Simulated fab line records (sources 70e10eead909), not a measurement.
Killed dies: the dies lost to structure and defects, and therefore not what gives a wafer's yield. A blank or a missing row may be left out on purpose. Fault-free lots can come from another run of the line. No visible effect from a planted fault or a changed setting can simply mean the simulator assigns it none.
Which tool is to blame? :: flow nand-harc :: 6 lots with 17 wafers sampled at 3 steps, on a route of 1159 steps

WHAT THE GAUGES READ, wafer by wafer
NHARC_P_M1_INSPECT_27.
lot: L425
measured: day 6 12:41
on: defect-inspect-02
raw-defect-count: 511 379 585

lot: L427
measured: day 7 05:15
on: defect-inspect-01
raw-defect-count: 276 344 257

lot: L431
measured: day 7 23:31
on: defect-inspect-02
raw-defect-count: 273 275 180

lot: L438
measured: day 9 22:29
on: defect-inspect-01
raw-defect-count: 2382 194

lot: L443
measured: day 10 20:46
on: defect-inspect-01
raw-defect-count: 314 263 365

lot: L445
measured: day 11 14:22
on: defect-inspect-02
raw-defect-count: 124 229 296

WHICH TOOL RAN EACH LOT (tool, then ch and the chambers of the sampled wafers, then the start)
lot: L425
NHARC_P_M0_CMP_23: cmp-01 ch 0,1,2, day 6 07:47
NHARC_P_M1_CMP_23: cmp-03 ch 0,2, day 6 12:13

lot: L427
NHARC_P_M0_CMP_23: cmp-04 ch 0,2,3, day 7 00:47
NHARC_P_M1_CMP_23: cmp-03 ch 1,2, day 7 04:49

lot: L431
NHARC_P_M0_CMP_23: cmp-01 ch 0,2,3, day 7 19:05
NHARC_P_M1_CMP_23: cmp-02 ch 0,1,3, day 7 23:06

lot: L438
NHARC_P_M0_CMP_23: cmp-01 ch 0,1, day 9 17:46
NHARC_P_M1_CMP_23: cmp-02 ch 0,3, day 9 22:01

lot: L443
NHARC_P_M0_CMP_23: cmp-01 ch 0,1,3, day 10 16:14
NHARC_P_M1_CMP_23: cmp-04 ch 0,2,3, day 10 20:19

lot: L445
NHARC_P_M0_CMP_23: cmp-01 ch 0,1,2, day 11 09:38
NHARC_P_M1_CMP_23: cmp-04 ch 0,1, day 11 13:55
- NHARC_P_M0_CMP_23: polishes, t overpolish 20 s, target thk 117.53 nm.
- NHARC_P_M1_CMP_23: polishes, t overpolish 20 s, target thk 157.82 nm.

THE ANSWER, worked out from the rows above alone
Rule: the lots themselves supply what counts as usual. The widest of any qualifying gaps counts: lots, ordered by their means at a reading, are off when they make up no more than a third of the lots, leave a main group of 4 or more, and stand apart from it by 3 or more times the standard deviation of that group's means. A main group whose means are all the same, to the digits that the tables above print for the reading, isn't used. A lot without any number at a reading at which 4 lots or more have one is off too. The other lots that the step has rows for count as sound.
Off: L438 (NHARC_P_M1_INSPECT_27, raw-defect-count). Mean 311 and standard deviation 97 in the main group.
A tool fits if, at a process step before that reading, it ran every lot that is off, and no sound lot after the first of them. The gauges at NHARC_P_M1_INSPECT_27 are tried like those tools. One fits: cmp-02 at NHARC_P_M1_CMP_23. A fault onset in the window from L431 (day 7 23:06, its last sound lot) to L438 (day 9 22:01, its first lot off) fits.

WHAT WAS PUT IN BY THE SIMULATOR
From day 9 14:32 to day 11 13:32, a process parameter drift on cmp-02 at NHARC_P_M1_CMP_23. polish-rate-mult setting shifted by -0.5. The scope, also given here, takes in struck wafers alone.
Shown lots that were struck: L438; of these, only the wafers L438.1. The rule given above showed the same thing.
